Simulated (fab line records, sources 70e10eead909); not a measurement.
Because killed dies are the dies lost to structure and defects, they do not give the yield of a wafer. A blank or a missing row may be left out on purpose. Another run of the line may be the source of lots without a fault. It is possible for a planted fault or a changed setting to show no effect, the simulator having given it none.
Which of the tools did it? ; flow nand_harc ; 10 lots, 30 wafers sampled, at 5 steps of a route of 1159

## WHAT EACH GAUGE READ, for each wafer
NHARC_A_BONDPAD_OVL_MEAS_35. Usual: overlay_x_nm 0 nm, standard deviation 6.5; overlay_y_nm -2 nm, standard deviation 6.4.
lot;measured;on;overlay_x_nm (nm);overlay_y_nm (nm);flag
L504;day 17 21:38;overlay-01;3 2 3;-1 -1 0;
L503;day 18 01:29;overlay-02;3 4 3;0 -1 0;
L508;day 18 08:34;overlay-02;-1 -2 -2;2 1 2;
L513;day 20 15:07;overlay-02;-3 -3 -3;-12 -12 -12;
L516;day 22 05:07;overlay-01;-13 -13 -14;-7 -7 -7;
L514;day 22 11:13;overlay-01;0 0 0;-3 -2 -3;
L519;day 22 22:58;overlay-01;-4 -4 -4;1 1 2;
L523;day 23 06:51;overlay-01;-8 -9 -9;0 0 0;
L522;day 23 10:05;overlay-02;0 0 0;1 2 2;
L526;day 24 09:18;overlay-01;-10 -10 -10;-18 -18 -18;

NHARC_END_SORT_01. Usual: defect_limited_yield 95.1 %, standard deviation 1.6; killed_at_array 29, standard deviation 10; killed_at_other 0.7, standard deviation 1.1; killed_at_periphery 3.3, standard deviation 2.4; killed_dies 33, standard deviation 11; killed_open 3.3, standard deviation 2; killed_short 1.9, standard deviation 1.3; sort_bin_2_pct 1.5 %, standard deviation 0.67; sort_bin_3_pct 0.27 %, standard deviation 0.24; sort_bin_4_pct 3.1 %, standard deviation 1.1; sort_n_pass 644, standard deviation 11; sort_rim_yield_pct 97.1 %, standard deviation 2.1; sort_yield_pct 95.1 %, standard deviation 1.6.
lot;measured;on;defect_limited_yield (%);killed_at_array;killed_at_other;killed_at_periphery;killed_dies;killed_open;killed_short;sort_bin_2_pct (%);sort_bin_3_pct (%);sort_bin_4_pct (%);sort_n_pass;sort_rim_yield_pct (%);sort_yield_pct (%);flag
L514;day 23 22:22;prober-01;94.8 93.4 95.4;29 37 25;2 1 1;4 7 5;35 45 31;2 9 2;0 2 1;1.5 1.5 1.8;0.15 0.59 0.74;3.5 4.6 2.1;642 632 646;98.1 96.2 98.1;94.8 93.4 95.4;

## WHICH TOOL RAN EACH LOT (tool, then ch and the chambers of the sampled wafers, then the start)
lot;NHARC_A_BONDPAD_ETCH_34;NHARC_A_BONDPAD_ETCH_12;NHARC_A_BONDPAD_PRE_CLEAN_26
L504;rie_diel-03 ch 0,2,3, day 17 21:50;rie_diel-03 ch 0,2,3, no start;pvd_sputter-01, no start
L503;rie_diel-03 ch 0,1,2, day 18 01:43;rie_diel-03 ch 0,3, no start;pvd_sputter-01, no start
L508;rie_diel-03 ch 2,3, day 18 08:48;rie_diel-03 ch 1,3, no start;pvd_sputter-02, no start
L513;rie_diel-13 ch 0,1, day 20 15:20;rie_diel-13 ch 0,1,3, no start;pvd_sputter-02, no start
L516;rie_diel-03 ch 0,1,2, day 22 05:19;rie_diel-03 ch 1,2,3, no start;pvd_sputter-01, no start
L514;rie_diel-03 ch 1,2, day 22 11:26;rie_diel-03 ch 0,1,3, day 23 22:22 or earlier;pvd_sputter-03, day 23 22:22 or earlier
L519;rie_diel-13 ch 0,1,2, day 22 23:11;rie_diel-13 ch 0,1,2, no start;pvd_sputter-01, no start
L523;rie_diel-13 ch 0,1, day 23 07:32;rie_diel-13 ch 0,2, no start;pvd_sputter-02, no start
L522;rie_diel-06 ch 0,1,3, day 23 10:17;rie_diel-06 ch 1,2,3, no start;pvd_sputter-03, no start
L526;rie_diel-06 ch 0,1,3, day 24 09:32;rie_diel-06 ch 0,1,3, no start;pvd_sputter-02, no start
- NHARC_A_BONDPAD_ETCH_34: etches the open film in N2/H2, target depth 60 nm, overetch 18 nm, time 65.91 s.
- NHARC_A_BONDPAD_ETCH_12: etches the open film in CHF3/O2, target depth 220 nm, time 110 s.
- NHARC_A_BONDPAD_PRE_CLEAN_26: time 30 s.

## WHAT THE TOOLS THEMSELVES READ (means of the sampled wafers that have a number; where no wafer has one, the mark that the record gives instead)
NHARC_A_BONDPAD_ETCH_34. Usual: drypump_motor_current_A 5.8 A, standard deviation 0.65; oes_product_au 0.997 a.u., standard deviation 0.012; rf_vpp_V 429.6 V, standard deviation 2.1; showerhead_plenum_p_Torr 2.01 Torr, standard deviation 0.073; throttle_valve_pct 14.172 %, standard deviation 0.008.
lot;tool;drypump_motor_current_A (A);oes_product_au (a.u.);rf_vpp_V (V);showerhead_plenum_p_Torr (Torr);throttle_valve_pct (%);flag
L504;rie_diel-03;5.9;0.997;429.0;1.97;14.171;
L503;rie_diel-03;5.4;1.000;429.2;2.00;14.177;
L508;rie_diel-03;6.3;0.991;429.2;2.01;14.177;
L513;rie_diel-13;5.6;0.986;433.9;2.16;14.171;
L516;rie_diel-03;5.4;0.834;428.5;1.99;14.168;OFF
L514;rie_diel-03;5.6;0.838;430.1;2.03;14.175;OFF
L519;rie_diel-13;5.7;0.998;432.3;2.11;14.175;
L523;rie_diel-13;5.6;1.001;433.4;2.15;14.173;
L522;rie_diel-06;5.7;0.998;428.7;1.99;14.165;
L526;rie_diel-06;5.7;0.996;428.9;1.98;14.170;

NHARC_A_BONDPAD_ETCH_12. Usual: chf3_flow_sccm 49.98 sccm, standard deviation 0.14; drypump_motor_current_A 5.8 A, standard deviation 0.65; oes_product_au 0.944 a.u., standard deviation 0.022; rf_vpp_V 369.6 V, standard deviation 2; showerhead_plenum_p_Torr 2.37 Torr, standard deviation 0.082; throttle_valve_pct 20.573 %, standard deviation 0.0096.
lot;tool;chf3_flow_sccm (sccm);drypump_motor_current_A (A);oes_product_au (a.u.);rf_vpp_V (V);showerhead_plenum_p_Torr (Torr);throttle_valve_pct (%);flag
L504;rie_diel-03;50.06;5.9;0.960;368.7;2.32;20.579;
L503;rie_diel-03;49.96;6.2;0.955;368.9;2.29;20.576;
L508;rie_diel-03;49.83;6.4;0.960;369.2;2.34;20.577;
L513;rie_diel-13;49.88;5.7;0.967;372.9;2.51;20.565;
L516;rie_diel-03;49.92;6.1;0.928;370.1;2.37;20.575;
L514;rie_diel-03;49.76;5.7;0.963;368.9;2.32;20.570;
L519;rie_diel-13;50.04;5.7;0.935;372.5;2.48;20.579;
L523;rie_diel-13;50.15;5.8;0.932;372.8;2.51;20.572;
L522;rie_diel-06;49.95;5.8;0.982;370.0;2.34;20.566;
L526;rie_diel-06;50.00;5.7;0.917;369.2;2.34;20.571;

NHARC_A_BONDPAD_PRE_CLEAN_26. Usual: heater_power_w reads 420 W (standard deviation 51).
lot;tool;heater_power_w (W);flag
L504;pvd_sputter-01;413;
L503;pvd_sputter-01;415;
L508;pvd_sputter-02;398;
L513;pvd_sputter-02;446;
L516;pvd_sputter-01;441;
L514;pvd_sputter-03;420;
L519;pvd_sputter-01;452;
L523;pvd_sputter-02;490;
L522;pvd_sputter-03;402;
L526;pvd_sputter-02;439;

## THE ANSWER, worked out from the rows above alone
Rule: a lot is off if the mean of its wafers that have a number lies more than 3 standard deviations from the usual mean. A lot without any number at a reading at which 4 lots or more have one is off too. Where the step has rows for the other lots, those lots are counted as sound. After the gauges, taken in route order, come the tools' own readings; for these a lot's mean is taken, as printed above. At the first step where some lot is off, the reading lying furthest off is the one used; lots without a number count as furthest.
Off, at NHARC_A_BONDPAD_ETCH_34 on oes_product_au: L516, L514.
A tool fits if, at that step or a process step before it, it ran every lot that is off, and no sound lot after the first of them. One fits: rie_diel-03 at NHARC_A_BONDPAD_ETCH_34. A fault onset in the window from L508 (day 18 08:48, its last sound lot) to L516 (day 22 05:19, its first lot off) fits.
On the lots that are off, the tool's own readings at NHARC_A_BONDPAD_ETCH_34 differ by more than 5 times the standard deviation of the sound lots' means, which bears it out; oes_product_au reads 0.836 a.u. there versus 0.996 a.u. on the sound lots.

## WHAT THE SIMULATOR HAD PUT IN
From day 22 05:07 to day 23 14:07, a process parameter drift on rie_diel-03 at NHARC_A_BONDPAD_ETCH_34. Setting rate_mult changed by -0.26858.
Shown lots that were struck: L516, L514. The same result came from the rule above.
